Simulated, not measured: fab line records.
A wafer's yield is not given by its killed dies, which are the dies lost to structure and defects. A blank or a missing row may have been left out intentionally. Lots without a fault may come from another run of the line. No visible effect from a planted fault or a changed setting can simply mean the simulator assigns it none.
Split-lot study	flow n5_finfet	21 wafers read from 7 lots, route of 1938 steps

## ABOUT THE SPLIT
At N5_BEOL_M3_COAT_67 (time 60 s, resist thk 60 nm), the setting spin_rpm was moved away from the recipe's 1500 rpm on 9 of the 21 wafers read, by -10.6% to +10.1%. This setting was run at the recipe's value on the other wafers.

## FROM THE SPLIT TO THE READING: what the file shows between them, 8 steps
- N5_BEOL_M3_COAT_68: time 60 s, resist thk 12 nm (also split here: spin_rpm)
- N5_BEOL_M3_COAT_76: time 60 s, resist thk 5 nm
- N5_BEOL_M3_COAT_22: resist thk 30 nm
- N5_BEOL_M3_DESCUM_33: chemistry O2, time 7 s
- N5_BEOL_M3_ETCH_77: etches underlayer in N2/H2, target depth 6.5 nm, time 5.2 s
- N5_BEOL_M3_ETCH_69: etches SiARC in CF4, target depth 15.6 nm, time 26 s
- N5_BEOL_M3_ALD_98: deposits SiO2, target thk 2.5 nm, pulse time 1 s, co reactant pulse time 1 s
- N5_BEOL_M3_ETCHBACK_99: etches SiO2 in CHF3, target depth 5 nm, time 10.4 s

## THE READING
etch.depth_nm (the simulator's own value, which no gauge read), in nm, at N5_BEOL_M3_ETCH_70 (etches SOC in N2/H2, target depth 80 nm, overetch 16 nm, time 120 s). The file does not state a usual value for it. The 12 wafers here that ran the recipe average 60.05 nm, standard deviation 0.2 nm.

wafer	tool, chamber at the split	spin_rpm as run, rpm	against the recipe	etch.depth_nm, nm	against lot-mates on the recipe
L076.4	litho_track-01, 0	1500	recipe	60.26	-
L076.5	litho_track-01, 0	1500	recipe	60.37	-
L076.6	litho_track-01, 0	1351	-9.9%	63.39	+3.08
L079.2	litho_track-01, 0	1573	+4.9%	58.77	no lot-mate on the recipe
L079.3	litho_track-01, 0	1573	+4.9%	58.81	no lot-mate on the recipe
L079.4	litho_track-01, 0	1573	+4.9%	58.83	no lot-mate on the recipe
L080.1	litho_track-01, 0	1500	recipe	60.33	-
L080.3	litho_track-01, 0	1558	+3.9%	59.14	-1.19
L080.6	litho_track-01, 0	1558	+3.9%	59.3	-1.03
L084.1	litho_track-02, 0	1652	+10.1%	57.05	-2.98
L084.2	litho_track-02, 0	1500	recipe	60.12	-
L084.4	litho_track-02, 0	1500	recipe	59.95	-
L088.3	litho_track-02, 0	1500	recipe	59.83	-
L088.4	litho_track-02, 0	1341	-10.6%	63.14	+3.28
L088.5	litho_track-02, 0	1500	recipe	59.89	-
L087.2	litho_track-02, 0	1500	recipe	60.02	-
L087.3	litho_track-02, 0	1500	recipe	60.22	-
L087.4	litho_track-02, 0	1500	recipe	59.86	-
L092.1	litho_track-01, 0	1500	recipe	59.79	-
L092.2	litho_track-01, 0	1500	recipe	59.93	-
L092.3	litho_track-01, 0	1401	-6.6%	62.09	+2.23

FIT RESULTS
A straight line over all 21 wafers: etch.depth_nm changes by -0.294 nm for each +1% of spin_rpm; r = -0.99; the points scatter about the line by 0.21 nm.
The same after taking each lot's own level away (the mean of its wafers on the recipe; 18 wafers): -0.306 nm for each +1%; r = -1.00; scatter 0.1 nm.
The reading moves by 3.2 nm for the largest change in spin_rpm, on that fit.
From 59.860 to 60.330 nm: that is the span of the lots' own levels, equal to 2.4 times the standard deviation above.
Consequently the slope shifts little with the lot-to-lot level, the two slopes agreeing.
Check: with one of the wafers moved furthest among these (-10.6%) left out of the fit, the line predicts +3.28 nm for it against its lot-mates. Against them it came out at +3.28 nm.

## ADDITIONAL SPLITS CARRIED BY THESE WAFERS
Other splits were also applied to these wafers ahead of the reading. Each is held against what the fit with the lots' levels taken away leaves over:
other split on the same wafers	wafers away from the commonest value	r with etch.depth_nm (lot level and that fit taken away)
N5_BEOL_M1_ILD_DEP_00 time_s	6	+0.11
N5_BEOL_M1_HM_DEP_02 target_thk_a	6	+0.21
N5_BEOL_M3_COAT_68 spin_rpm	7	+0.01

## THE WHOLE CHAIN: every reading that the file lists as answering this split, in the file's order
step	what it does	reading	change (the file's fit)	r (the file's)
N5_BEOL_M3_COAT_67	time 60 s, resist thk 60 nm	SOC_of_BEOL_M3_COAT_67.thk_nm (the simulator's own value, which no gauge read)	-0.313 nm for each +1% of the setting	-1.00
N5_BEOL_M3_ETCH_70	etches SOC in N2/H2, target depth 80 nm, overetch 16 nm, time 120 s	etch.depth_nm (the simulator's own value, which no gauge read)	-0.307 nm for each +1% of the setting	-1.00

## FILE'S OWN FIT
etch.depth_nm changes by -0.307 nm for each +1% of spin_rpm, r = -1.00.
